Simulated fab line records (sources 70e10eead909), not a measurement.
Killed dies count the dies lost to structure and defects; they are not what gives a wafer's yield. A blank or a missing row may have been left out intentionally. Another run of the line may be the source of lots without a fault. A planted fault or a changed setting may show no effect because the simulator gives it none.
What tool caused it? || flow nand-harc || 39 wafers from 13 lots sampled at 5 of the route's 1159 steps

WHAT THE GAUGES READ, wafer by wafer
NHARC_END_SORT_01. Usual: killed-at-array 24, standard deviation 8.7; killed-at-other 0.8, standard deviation 1.2; killed-at-periphery 3.6, standard deviation 2.3; killed-dies 28, standard deviation 8.9; killed-open 3.2, standard deviation 1.9; killed-short 2.0, standard deviation 1.6.
{"lot": "L210", "measured": "day 21 01:08", "on": "prober-02", "killed-at-array": "16 18 17", "killed-at-other": "0 0 0", "killed-at-periphery": "2 5 1", "killed-dies": "18 23 18", "killed-open": "4 6 4", "killed-short": "4 2 2", "flag": ""}
{"lot": "L216", "measured": "day 23 18:58", "on": "prober-01", "killed-at-array": "14 23 57", "killed-at-other": "1 0 1", "killed-at-periphery": "8 8 7", "killed-dies": "23 31 65", "killed-open": "3 6 1", "killed-short": "2 3 4", "flag": ""}

WHAT TOOL EACH LOT RAN ON (gives the tool, then ch and the chambers of the sampled wafers, and finally the start)
{"lot": "L203", "NHARC_A_STAIRCASE_ETCH_21": "rie-diel-03 ch 0,1, day 10 18:30", "NHARC_THIN_TSV_DESCUM_14": "rie-diel-02 ch 1,2,3, day 19 10:04", "NHARC_THIN_TSV_PVD_19": "pvd-sputter-02, no start", "NHARC_THIN_TSV_PVD_51": "pvd-sputter-02, no start"}
{"lot": "L204", "NHARC_A_STAIRCASE_ETCH_21": "rie-diel-03 ch 0,1,2, day 11 06:54", "NHARC_THIN_TSV_DESCUM_14": "rie-diel-12 ch 1,3, day 19 06:42", "NHARC_THIN_TSV_PVD_19": "pvd-sputter-01, no start", "NHARC_THIN_TSV_PVD_51": "pvd-sputter-01, no start"}
{"lot": "L205", "NHARC_A_STAIRCASE_ETCH_21": "rie-diel-04 ch 1,3, day 11 10:04", "NHARC_THIN_TSV_DESCUM_14": "rie-diel-12 ch 2,3, day 19 08:25", "NHARC_THIN_TSV_PVD_19": "pvd-sputter-03, no start", "NHARC_THIN_TSV_PVD_51": "pvd-sputter-03, no start"}
{"lot": "L206", "NHARC_A_STAIRCASE_ETCH_21": "rie-diel-04 ch 2,3, day 11 10:08", "NHARC_THIN_TSV_DESCUM_14": "rie-diel-01 ch 2,3, day 19 12:33", "NHARC_THIN_TSV_PVD_19": "pvd-sputter-01, no start", "NHARC_THIN_TSV_PVD_51": "pvd-sputter-01, no start"}
{"lot": "L207", "NHARC_A_STAIRCASE_ETCH_21": "rie-diel-13 ch 1,2,3, day 11 17:04", "NHARC_THIN_TSV_DESCUM_14": "rie-diel-02 ch 0,1,3, day 19 19:58", "NHARC_THIN_TSV_PVD_19": "pvd-sputter-01, no start", "NHARC_THIN_TSV_PVD_51": "pvd-sputter-01, no start"}
{"lot": "L208", "NHARC_A_STAIRCASE_ETCH_21": "rie-diel-13 ch 0,1,3, day 12 01:25", "NHARC_THIN_TSV_DESCUM_14": "rie-diel-02 ch 0,1,2, day 20 01:05", "NHARC_THIN_TSV_PVD_19": "pvd-sputter-02, no start", "NHARC_THIN_TSV_PVD_51": "pvd-sputter-02, no start"}
{"lot": "L210", "NHARC_A_STAIRCASE_ETCH_21": "rie-diel-04 ch 0,2, day 12 08:22", "NHARC_THIN_TSV_DESCUM_14": "rie-diel-12 ch 0,1,2, day 19 21:33", "NHARC_THIN_TSV_PVD_19": "pvd-sputter-03, day 21 01:08 or earlier", "NHARC_THIN_TSV_PVD_51": "pvd-sputter-03, day 21 01:08 or earlier"}
{"lot": "L213", "NHARC_A_STAIRCASE_ETCH_21": "rie-diel-03 ch 1,2,3, day 13 03:52", "NHARC_THIN_TSV_DESCUM_14": "rie-diel-01 ch 0,3, day 21 03:01", "NHARC_THIN_TSV_PVD_19": "pvd-sputter-01, no start", "NHARC_THIN_TSV_PVD_51": "pvd-sputter-01, no start"}
{"lot": "L216", "NHARC_A_STAIRCASE_ETCH_21": "rie-diel-13 ch 0,1,2, day 14 20:31", "NHARC_THIN_TSV_DESCUM_14": "rie-diel-02 ch 0,1,3, day 23 04:31", "NHARC_THIN_TSV_PVD_19": "pvd-sputter-03, day 23 18:58 or earlier", "NHARC_THIN_TSV_PVD_51": "pvd-sputter-03, day 23 18:58 or earlier"}
{"lot": "L220", "NHARC_A_STAIRCASE_ETCH_21": "rie-diel-03 ch 2,3, day 15 00:54", "NHARC_THIN_TSV_DESCUM_14": "rie-diel-01 ch 1,2, day 23 03:18", "NHARC_THIN_TSV_PVD_19": "pvd-sputter-02, no start", "NHARC_THIN_TSV_PVD_51": "pvd-sputter-02, no start"}
{"lot": "L223", "NHARC_A_STAIRCASE_ETCH_21": "rie-diel-03 ch 0,1,2, day 16 06:10", "NHARC_THIN_TSV_DESCUM_14": "rie-diel-12 ch 0,1,2, day 24 00:04", "NHARC_THIN_TSV_PVD_19": "pvd-sputter-03, no start", "NHARC_THIN_TSV_PVD_51": "pvd-sputter-03, no start"}
{"lot": "L222", "NHARC_A_STAIRCASE_ETCH_21": "rie-diel-04 ch 0,2,3, day 16 06:25", "NHARC_THIN_TSV_DESCUM_14": "rie-diel-12 ch 1,2, day 24 03:46", "NHARC_THIN_TSV_PVD_19": "pvd-sputter-02, no start", "NHARC_THIN_TSV_PVD_51": "pvd-sputter-02, no start"}
{"lot": "L224", "NHARC_A_STAIRCASE_ETCH_21": "rie-diel-03 ch 0,1,2, day 16 10:54", "NHARC_THIN_TSV_DESCUM_14": "rie-diel-01 ch 0,1,3, day 24 16:13", "NHARC_THIN_TSV_PVD_19": "pvd-sputter-01, no start", "NHARC_THIN_TSV_PVD_51": "pvd-sputter-01, no start"}
- NHARC_A_STAIRCASE_ETCH_21: etches the open film in C4F8/O2, target depth 100 nm, time 40.5 s.
- NHARC_THIN_TSV_DESCUM_14: chemistry O2, time 3 s.
- NHARC_THIN_TSV_PVD_19: deposits TaN, target thk 20 nm.
- NHARC_THIN_TSV_PVD_51: deposits Cu, target thk 100 nm.

WHAT THE TOOLS THEMSELVES READ (means of the sampled wafers that have a number; where no wafer has one, the mark that the record gives instead)
NHARC_A_STAIRCASE_ETCH_21. Usual: bias-w 999 W, standard deviation 3; oes-product-au 0.940 a.u., standard deviation 0.019; rf-vpp-V 894 V, standard deviation 5.2.
{"lot": "L203", "tool": "rie-diel-03", "bias-w (W)": 998, "oes-product-au (a.u.)": 0.954, "rf-vpp-V (V)": 892, "flag": ""}
{"lot": "L204", "tool": "rie-diel-03", "bias-w (W)": 997, "oes-product-au (a.u.)": 0.937, "rf-vpp-V (V)": 890, "flag": ""}
{"lot": "L205", "tool": "rie-diel-04", "bias-w (W)": 1000, "oes-product-au (a.u.)": 0.930, "rf-vpp-V (V)": 891, "flag": ""}
{"lot": "L206", "tool": "rie-diel-04", "bias-w (W)": 998, "oes-product-au (a.u.)": 0.955, "rf-vpp-V (V)": 895, "flag": ""}
{"lot": "L207", "tool": "rie-diel-13", "bias-w (W)": 999, "oes-product-au (a.u.)": 0.923, "rf-vpp-V (V)": 894, "flag": ""}
{"lot": "L208", "tool": "rie-diel-13", "bias-w (W)": 1002, "oes-product-au (a.u.)": 0.935, "rf-vpp-V (V)": 891, "flag": ""}
{"lot": "L210", "tool": "rie-diel-04", "bias-w (W)": 1002, "oes-product-au (a.u.)": 0.924, "rf-vpp-V (V)": 899, "flag": ""}
{"lot": "L213", "tool": "rie-diel-03", "bias-w (W)": 999, "oes-product-au (a.u.)": 0.945, "rf-vpp-V (V)": 893, "flag": ""}
{"lot": "L216", "tool": "rie-diel-13", "bias-w (W)": 1002, "oes-product-au (a.u.)": 0.930, "rf-vpp-V (V)": 896, "flag": ""}
{"lot": "L220", "tool": "rie-diel-03", "bias-w (W)": 999, "oes-product-au (a.u.)": 0.927, "rf-vpp-V (V)": 896, "flag": ""}
{"lot": "L223", "tool": "rie-diel-03", "bias-w (W)": 999, "oes-product-au (a.u.)": 0.918, "rf-vpp-V (V)": 890, "flag": ""}
{"lot": "L222", "tool": "rie-diel-04", "bias-w (W)": 996, "oes-product-au (a.u.)": 0.931, "rf-vpp-V (V)": 894, "flag": ""}
{"lot": "L224", "tool": "rie-diel-03", "bias-w (W)": 999, "oes-product-au (a.u.)": 0.921, "rf-vpp-V (V)": 890, "flag": ""}

NHARC_THIN_TSV_DESCUM_14. Usual: drypump-motor-current-A 5.8 A, standard deviation 0.3; oes-product-au 0.992 a.u., standard deviation 0.015; rf-vpp-V 58.0 V, standard deviation 0.9; showerhead-plenum-p-Torr 1.93 Torr, standard deviation 0.067; throttle-valve-pct 11.311 %, standard deviation 0.0095.
{"lot": "L203", "tool": "rie-diel-02", "drypump-motor-current-A (A)": 6.1, "oes-product-au (a.u.)": 1.002, "rf-vpp-V (V)": 58.2, "showerhead-plenum-p-Torr (Torr)": 1.94, "throttle-valve-pct (%)": 11.299, "flag": ""}
{"lot": "L204", "tool": "rie-diel-12", "drypump-motor-current-A (A)": 5.5, "oes-product-au (a.u.)": 0.998, "rf-vpp-V (V)": 57.9, "showerhead-plenum-p-Torr (Torr)": 1.87, "throttle-valve-pct (%)": 11.309, "flag": ""}
{"lot": "L205", "tool": "rie-diel-12", "drypump-motor-current-A (A)": 5.4, "oes-product-au (a.u.)": 0.964, "rf-vpp-V (V)": 57.5, "showerhead-plenum-p-Torr (Torr)": 1.83, "throttle-valve-pct (%)": 11.303, "flag": ""}
{"lot": "L206", "tool": "rie-diel-01", "drypump-motor-current-A (A)": 5.9, "oes-product-au (a.u.)": 0.998, "rf-vpp-V (V)": 58.2, "showerhead-plenum-p-Torr (Torr)": 1.94, "throttle-valve-pct (%)": 11.310, "flag": ""}
{"lot": "L207", "tool": "rie-diel-02", "drypump-motor-current-A (A)": 6.0, "oes-product-au (a.u.)": 1.012, "rf-vpp-V (V)": 58.8, "showerhead-plenum-p-Torr (Torr)": 1.93, "throttle-valve-pct (%)": 11.303, "flag": ""}
{"lot": "L208", "tool": "rie-diel-02", "drypump-motor-current-A (A)": 6.1, "oes-product-au (a.u.)": 0.994, "rf-vpp-V (V)": 57.6, "showerhead-plenum-p-Torr (Torr)": 1.97, "throttle-valve-pct (%)": 11.306, "flag": ""}
{"lot": "L210", "tool": "rie-diel-12", "drypump-motor-current-A (A)": 5.7, "oes-product-au (a.u.)": 0.988, "rf-vpp-V (V)": 57.7, "showerhead-plenum-p-Torr (Torr)": 1.90, "throttle-valve-pct (%)": 11.311, "flag": ""}
{"lot": "L213", "tool": "rie-diel-01", "drypump-motor-current-A (A)": 6.0, "oes-product-au (a.u.)": 0.996, "rf-vpp-V (V)": 58.7, "showerhead-plenum-p-Torr (Torr)": 1.97, "throttle-valve-pct (%)": 11.306, "flag": ""}
{"lot": "L216", "tool": "rie-diel-02", "drypump-motor-current-A (A)": 6.1, "oes-product-au (a.u.)": 0.999, "rf-vpp-V (V)": 57.3, "showerhead-plenum-p-Torr (Torr)": 1.93, "throttle-valve-pct (%)": 11.304, "flag": ""}
{"lot": "L220", "tool": "rie-diel-01", "drypump-motor-current-A (A)": 5.6, "oes-product-au (a.u.)": 0.980, "rf-vpp-V (V)": 58.1, "showerhead-plenum-p-Torr (Torr)": 1.97, "throttle-valve-pct (%)": 11.317, "flag": ""}
{"lot": "L223", "tool": "rie-diel-12", "drypump-motor-current-A (A)": 5.7, "oes-product-au (a.u.)": 0.999, "rf-vpp-V (V)": 57.9, "showerhead-plenum-p-Torr (Torr)": 1.90, "throttle-valve-pct (%)": 11.314, "flag": ""}
{"lot": "L222", "tool": "rie-diel-12", "drypump-motor-current-A (A)": 5.6, "oes-product-au (a.u.)": 0.987, "rf-vpp-V (V)": 56.9, "showerhead-plenum-p-Torr (Torr)": 1.88, "throttle-valve-pct (%)": 11.315, "flag": ""}
{"lot": "L224", "tool": "rie-diel-01", "drypump-motor-current-A (A)": 5.8, "oes-product-au (a.u.)": 0.989, "rf-vpp-V (V)": 57.0, "showerhead-plenum-p-Torr (Torr)": 1.95, "throttle-valve-pct (%)": 11.311, "flag": ""}

NHARC_THIN_TSV_PVD_19. Usual: chamber-pressure-pa 4.998 Pa, standard deviation 0.011; throttle-valve-pct 30.1 %, standard deviation 0.8.
{"lot": "L203", "tool": "pvd-sputter-02", "chamber-pressure-pa (Pa)": 4.993, "throttle-valve-pct (%)": 29.8, "flag": ""}
{"lot": "L204", "tool": "pvd-sputter-01", "chamber-pressure-pa (Pa)": 5.006, "throttle-valve-pct (%)": 30.3, "flag": ""}
{"lot": "L205", "tool": "pvd-sputter-03", "chamber-pressure-pa (Pa)": 5.000, "throttle-valve-pct (%)": 30.8, "flag": ""}
{"lot": "L206", "tool": "pvd-sputter-01", "chamber-pressure-pa (Pa)": 4.999, "throttle-valve-pct (%)": 30.2, "flag": ""}
{"lot": "L207", "tool": "pvd-sputter-01", "chamber-pressure-pa (Pa)": 4.996, "throttle-valve-pct (%)": 30.0, "flag": ""}
{"lot": "L208", "tool": "pvd-sputter-02", "chamber-pressure-pa (Pa)": 4.992, "throttle-valve-pct (%)": 30.3, "flag": ""}
{"lot": "L210", "tool": "pvd-sputter-03", "chamber-pressure-pa (Pa)": 5.002, "throttle-valve-pct (%)": 30.8, "flag": ""}
{"lot": "L213", "tool": "pvd-sputter-01", "chamber-pressure-pa (Pa)": 4.995, "throttle-valve-pct (%)": 29.9, "flag": ""}
{"lot": "L216", "tool": "pvd-sputter-03", "chamber-pressure-pa (Pa)": 4.997, "throttle-valve-pct (%)": 30.3, "flag": ""}
{"lot": "L220", "tool": "pvd-sputter-02", "chamber-pressure-pa (Pa)": 4.997, "throttle-valve-pct (%)": 30.1, "flag": ""}
{"lot": "L223", "tool": "pvd-sputter-03", "chamber-pressure-pa (Pa)": 5.004, "throttle-valve-pct (%)": 30.3, "flag": ""}
{"lot": "L222", "tool": "pvd-sputter-02", "chamber-pressure-pa (Pa)": 4.986, "throttle-valve-pct (%)": 28.9, "flag": ""}
{"lot": "L224", "tool": "pvd-sputter-01", "chamber-pressure-pa (Pa)": 4.999, "throttle-valve-pct (%)": 29.9, "flag": ""}

NHARC_THIN_TSV_PVD_51. Usual: chamber-pressure-pa 4.999 Pa, standard deviation 0.01; throttle-valve-pct 30.1 %, standard deviation 0.84.
{"lot": "L203", "tool": "pvd-sputter-02", "chamber-pressure-pa (Pa)": 5.001, "throttle-valve-pct (%)": 29.7, "flag": ""}
{"lot": "L204", "tool": "pvd-sputter-01", "chamber-pressure-pa (Pa)": 5.001, "throttle-valve-pct (%)": 30.5, "flag": ""}
{"lot": "L205", "tool": "pvd-sputter-03", "chamber-pressure-pa (Pa)": 5.000, "throttle-valve-pct (%)": 29.9, "flag": ""}
{"lot": "L206", "tool": "pvd-sputter-01", "chamber-pressure-pa (Pa)": 5.018, "throttle-valve-pct (%)": 30.0, "flag": ""}
{"lot": "L207", "tool": "pvd-sputter-01", "chamber-pressure-pa (Pa)": 5.006, "throttle-valve-pct (%)": 29.9, "flag": ""}
{"lot": "L208", "tool": "pvd-sputter-02", "chamber-pressure-pa (Pa)": 4.996, "throttle-valve-pct (%)": 30.0, "flag": ""}
{"lot": "L210", "tool": "pvd-sputter-03", "chamber-pressure-pa (Pa)": 4.993, "throttle-valve-pct (%)": 30.4, "flag": ""}
{"lot": "L213", "tool": "pvd-sputter-01", "chamber-pressure-pa (Pa)": 5.008, "throttle-valve-pct (%)": 30.4, "flag": ""}
{"lot": "L216", "tool": "pvd-sputter-03", "chamber-pressure-pa (Pa)": 4.997, "throttle-valve-pct (%)": 29.9, "flag": ""}
{"lot": "L220", "tool": "pvd-sputter-02", "chamber-pressure-pa (Pa)": 5.010, "throttle-valve-pct (%)": 29.3, "flag": ""}
{"lot": "L223", "tool": "pvd-sputter-03", "chamber-pressure-pa (Pa)": 5.013, "throttle-valve-pct (%)": 30.1, "flag": ""}
{"lot": "L222", "tool": "pvd-sputter-02", "chamber-pressure-pa (Pa)": 4.993, "throttle-valve-pct (%)": 30.0, "flag": ""}
{"lot": "L224", "tool": "pvd-sputter-01", "chamber-pressure-pa (Pa)": 5.004, "throttle-valve-pct (%)": 29.5, "flag": ""}

THE ANSWER, worked out from the rows above alone
Rule: lot off if the mean of its wafers having a number is beyond 3 standard deviations from the usual mean. A lot without any number at a reading at which 4 lots or more have one is off too. The other lots that the step has rows for count as sound. Order of review: gauges by route order, followed by the tools' own readings, for which a lot's mean as printed above is used. At the first step where some lot is off, the reading lying furthest off is the one used; lots without a number count as furthest.
None of the lots is off at any reading shown; this tells nothing.

WHAT THE SIMULATOR HAD PUT IN
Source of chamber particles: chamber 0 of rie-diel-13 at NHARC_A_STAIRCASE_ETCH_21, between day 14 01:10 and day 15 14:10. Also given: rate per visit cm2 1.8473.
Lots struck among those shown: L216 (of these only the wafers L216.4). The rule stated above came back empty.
